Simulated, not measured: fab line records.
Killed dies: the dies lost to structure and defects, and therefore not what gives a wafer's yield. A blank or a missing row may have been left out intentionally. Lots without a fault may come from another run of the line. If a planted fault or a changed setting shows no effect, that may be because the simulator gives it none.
Struck lot and sound lot, side by side    flow n5_finfet    28 steps out of a route of 1938
Sound: these wafers, L327.2, L327.3, L327.6. Struck: wafer L331.4 (left out: L331.5, L331.6 of the same lot, which were not struck); the cause appears at the end.
For every step that has rows: the tool of each side, followed by ch and its chambers, followed by its first start. Under that, the readings that differ: sound wafers    struck wafers    difference of the means    sigmas: that difference in standard deviations of wafers without a fault.
alike: readings whose means differ by less than 2 such deviations, and words and numbers that are the same on both sides. not compared: withheld readings, readings that some wafer has no value for, bounds like >300 that may hide the same value, and numbers for which the record gives no deviation and whose values overlap.
A row with sigmas, a row that says differs or no value, or rows on one side alone: a step with any of these is where the two part. Numbers that don't overlap but have no deviation are shown without sigmas and don't part them. A reading missing from all wafers of one side parts the sides only when that side holds two or more wafers.

first, 3 steps without rows for these wafers: N5_BEOL_M8_EXPOSE_08 (exposes mask M8); N5_BEOL_M8_PEB_09 (peb time 60 s); N5_BEOL_M8_DEVELOP_10 (develop time 30 s).
N5_BEOL_M8_CD_MEAS_11 targets a cd of 38.5 nm.
  sound on cd_sem-03 ch 0, day 12 20:46; struck on cd_sem-01 ch 0, day 13 20:46
  alike: cd_nm
N5_BEOL_M8_OVL_MEAS_12:
  sound on overlay-01 ch 0, day 12 20:47; struck on overlay-02 ch 0, day 13 20:47
  alike: M8_OVL
N5_BEOL_M8_INSPECT_13: inspects for defects (brightfield).
  sound on defect_inspect-02 at day 12 20:49; struck on defect_inspect-02 at day 13 20:49
  alike: raw_defect_count
N5_BEOL_M8_DESCUM_16: chemistry O2, time 7.9 s.
  sound on rie_diel-01 ch 0,1,2, day 12 21:01; struck on rie_diel-01 ch 0, day 13 20:50
  alike: drypump_motor_current_A, oes_product_au, rf_vpp_V, showerhead_plenum_p_Torr, throttle_valve_pct
  not compared: rf_hours_counter_h
then, 1 step without rows for these wafers: N5_BEOL_M8_ETCH_61 (etches SiARC in CF4, target depth 45.5 nm, time 75.8 s).
N5_BEOL_M8_ETCH_62: etches SOC in N2/H2, target depth 110 nm, overetch 22 nm, time 165 s.
  sound on rie_diel-01 ch 0,1,2, day 12 21:06; struck on rie_diel-01 ch 0, day 13 20:56
  alike: drypump_motor_current_A, oes_product_au, rf_vpp_V, showerhead_plenum_p_Torr, throttle_valve_pct
  not compared: rf_hours_counter_h
then, 1 step without rows for these wafers: N5_BEOL_M8_STRIP_68 (strips in N2/H2).
N5_BEOL_M8_STRIP_67: strips in CF4.
  sound on rie_diel-01 ch 0,1,2, day 12 21:15; struck on rie_diel-01 ch 0, day 13 21:05
  alike: drypump_motor_current_A, oes_product_au, rf_vpp_V, showerhead_plenum_p_Torr, throttle_valve_pct
  not compared: rf_hours_counter_h
N5_BEOL_M8_HM_OPEN_17: chemistry Cl2/BCl3, target TiN, target depth 20 nm, overetch 6 nm.
  sound on rie_metal-02 ch 0,1, day 12 21:17; struck on rie_metal-03 ch 1, day 13 21:09
  alike: drypump_motor_current_A, oes_product_au, throttle_valve_pct
  not compared: rf_hours_counter_h
N5_BEOL_M8_STRIP_19: strips in O2.
  sound on rie_diel-03 ch 0,2, day 12 21:31; struck on rie_diel-03 ch 0, day 13 21:15
  alike: drypump_motor_current_A, oes_product_au, rf_vpp_V, showerhead_plenum_p_Torr, throttle_valve_pct
  not compared: rf_hours_counter_h
N5_BEOL_M8_CD_MEAS_18: pitch 80 nm, target cd 40 nm.
  sound on cd_sem-02 at day 12 21:35; struck on cd_sem-01 at day 13 21:19
  alike: cd_nm
then, 9 steps without rows for these wafers: N5_BEOL_M8_COAT_63 (time 60 s, resist thk 60 nm); N5_BEOL_M8_COAT_64 (time 60 s, resist thk 12 nm); N5_BEOL_M8_COAT_71 (time 60 s, resist thk 5 nm); N5_BEOL_M8_COAT_22 (resist thk 30 nm); N5_BEOL_M8_EBR_24; N5_BEOL_M8_SOFTBAKE_23 (time 60 s); N5_BEOL_M8_EXPOSE_25 (exposes mask V7, target cd 40 nm); N5_BEOL_M8_PEB_26 (peb time 60 s); N5_BEOL_M8_DEVELOP_27 (develop time 30 s).
N5_BEOL_M8_CD_MEAS_28 targets a cd of 40 nm.
  sound on cd_sem-03 ch 0, day 13 00:23; struck on cd_sem-01 ch 0, day 13 22:19
reading     sound              struck  difference  sigmas
cd_nm (nm)  40.57 40.27 39.96  39.82   -0.45       -2
N5_BEOL_M8_OVL_MEAS_29:
  sound on overlay-02 ch 0, day 13 00:25; struck on overlay-02 ch 0, day 13 22:22
reading      sound          struck  difference  sigmas
V7_OVL (nm)  0.7 -0.6 -0.1  1.6     +1.6        +2
N5_BEOL_M8_INSPECT_30: inspects for defects (brightfield).
  sound on defect_inspect-01 at day 13 00:29; struck on defect_inspect-02 at day 13 22:25
reading           sound        struck  difference  sigmas
raw_defect_count  294 285 520  1714    +1348       +14
N5_BEOL_M8_DESCUM_33: chemistry O2, time 7 s.
  sound on rie_diel-03 ch 0,2, day 13 00:31; struck on rie_diel-06 ch 1, day 13 22:27
reading                          sound           struck  difference  sigmas
showerhead_plenum_p_Torr (Torr)  2.19 2.15 2.15  2.01    -0.15       -2
  alike: drypump_motor_current_A, oes_product_au, rf_vpp_V, throttle_valve_pct
  not compared: rf_hours_counter_h
-- a jump in the record: the struck wafers' starts before and after are 3 days apart (it breaks off in module BEOL_M8 and resumes in module PASSIVATION, where the first step shown is number 1936 of the route) --
N5_PASSIVATION_PROBE_49:
  only the struck wafers here have rows in the record (prober-02, day 16 15:49); the sound ones have none

WHERE THEY PART
Last at N5_PASSIVATION_PROBE_49 as far as this record goes, first at N5_BEOL_M8_CD_MEAS_28.

WHY: what the simulator had put in
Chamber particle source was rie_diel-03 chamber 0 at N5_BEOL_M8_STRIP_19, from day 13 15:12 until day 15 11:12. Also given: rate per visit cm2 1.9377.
